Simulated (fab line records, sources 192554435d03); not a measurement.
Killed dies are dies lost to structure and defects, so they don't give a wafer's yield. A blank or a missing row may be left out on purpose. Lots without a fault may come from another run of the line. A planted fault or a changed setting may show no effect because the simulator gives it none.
A struck lot beside a sound one | flow n5_finfet | 36 steps out of a route of 1938
Sound: wafers L242.1, L242.3, L242.4. Struck: wafers L248.2, L248.4, L248.6. The cause comes at the end.
At each step with rows: each side's tool, then ch and its chambers, then its first start. Under that, the readings that differ: sound wafers | struck wafers | difference of the means | sigmas: that difference in standard deviations of wafers without a fault.
alike: readings whose means differ by less than 2 such deviations, and words and numbers that are the same on both sides. not compared: withheld readings, readings that some wafer has no value for, bounds like >300 that may hide the same value, and numbers for which the record gives no deviation and whose values overlap.
The two part at a step that has a row with sigmas, a row that says differs or no value, or rows on one side only. Numbers that don't overlap but have no deviation are shown without sigmas and don't part them. A reading that every wafer of one side lacks parts them only if that side has two wafers or more.

first, 7 steps without rows for these wafers: N5_BEOL_M4_CMP_52 (polishes, stops on SiOC, t overpolish 6.8 s, target thk 40 nm); N5_BEOL_M4_PRE_CLEAN_60 (time 15 s); N5_BEOL_M4_CO_CAP_55 (material Co, precursor CCTBA/H2, target thk 2 nm, time 102.1 s); N5_BEOL_M4_PRE_CLEAN_56 (time 15 s); N5_BEOL_M4_DEP_57 (deposits SiCN from 3MS/NH3, target thk 8 nm, time 14 s); N5_BEOL_M5_ILD_DEP_00 (deposits SiCOH lowk from DEMS/porogen, target thk 140.64 nm, time 25.9 s); N5_BEOL_M5_CURE_79 (cures SiCOH lowk, time 240 s).
N5_BEOL_M5_PECVD_70: deposits SiO2 from TEOS/O2, target thk 16 nm, time 18 s.
  sound on pecvd-02 ch 0,1, day 9 19:45; struck on pecvd-04 ch 0,1,2, day 11 12:36
  alike: heater_power_w, showerhead_plenum_p_Torr, throttle_valve_pct
  not compared: since_wet_clean_h
then, 25 steps without rows for these wafers: N5_BEOL_M5_HM_DEP_02 (deposits TiN, target thk 20 nm); N5_BEOL_M5_COAT_59 (time 60 s, resist thk 60 nm); N5_BEOL_M5_COAT_60 (time 60 s, resist thk 12 nm); N5_BEOL_M5_COAT_71 (time 60 s, resist thk 5 nm); N5_BEOL_M5_COAT_05 (resist thk 30 nm); N5_BEOL_M5_EBR_07; N5_BEOL_M5_SOFTBAKE_06 (time 60 s); N5_BEOL_M5_EXPOSE_08 (exposes mask M5, target cd 28 nm); N5_BEOL_M5_PEB_09 (peb time 60 s); N5_BEOL_M5_DEVELOP_10 (develop time 30 s); N5_BEOL_M5_DESCUM_16 (chemistry O2, time 7 s); N5_BEOL_M5_ETCH_72 (etches underlayer in N2/H2, target depth 6.5 nm, time 5.2 s); N5_BEOL_M5_ETCH_61 (etches SiARC in CF4, target depth 15.6 nm, time 26 s); N5_BEOL_M5_ETCH_62 (etches SOC in N2/H2, target depth 75 nm, overetch 15 nm, time 112.5 s); N5_BEOL_M5_STRIP_63 (strips in N2/H2); N5_BEOL_M5_STRIP_73 (strips in N2/H2); N5_BEOL_M5_STRIP_64 (strips in CF4); N5_BEOL_M5_HM_OPEN_17 (chemistry Cl2/BCl3, target TiN, target depth 20 nm, overetch 6 nm); N5_BEOL_M5_STRIP_19 (strips in O2); N5_BEOL_M5_COAT_65 (time 60 s, resist thk 60 nm); N5_BEOL_M5_COAT_66 (time 60 s, resist thk 12 nm); N5_BEOL_M5_COAT_74 (time 60 s, resist thk 5 nm); N5_BEOL_M5_COAT_22 (resist thk 30 nm); N5_BEOL_M5_EBR_24; N5_BEOL_M5_SOFTBAKE_23 (time 60 s).
N5_BEOL_M5_HM_STRIP_39: strips TiN in peroxide tin strip, target depth 25 nm, time 158 s.
  sound on wet_bench-02 ch 2,3,6, day 10 00:08; struck on wet_bench-04 ch 3,4,7, day 11 18:06
  reading                                    | sound          | struck       | difference | sigmas
  model.SiO2_of_BEOL_M5_PECVD_70.thk_nm (nm) | 15.6 15.6 16.2 | 31.6 32.2 32 | +16.1      |
N5_BEOL_M5_CMP_52: polishes, stops on SiCOH lowk, t overpolish 6.9 s, target thk 62 nm.
  sound on cmp-04 ch 0,1,3, day 10 06:41; struck on cmp-03 ch 0,1, day 12 00:16
  reading                      | sound             | struck            | difference | sigmas
  barrier_field_endpoint_s (s) | 25.0 25.0 26.2    | 41.5 41.5 41.5    | +16.1      | +24
  overpolish_run_s (s)         | 6.899 6.907 6.904 | 0.043 0.042 0.045 | -6.860     | -99 or more
  alike: motor_current_A, retaining_ring_pressure_frac, slurry_flow_ml_min, time_to_endpoint_s
N5_PASSIVATION_PROBE_49:
  the record has rows for the sound wafers here (prober-01, day 13 18:43) and none for the struck ones

WHERE THEY PART
First at N5_BEOL_M5_CMP_52; last, within this record, at N5_PASSIVATION_PROBE_49.

WHY: what the simulator had put in
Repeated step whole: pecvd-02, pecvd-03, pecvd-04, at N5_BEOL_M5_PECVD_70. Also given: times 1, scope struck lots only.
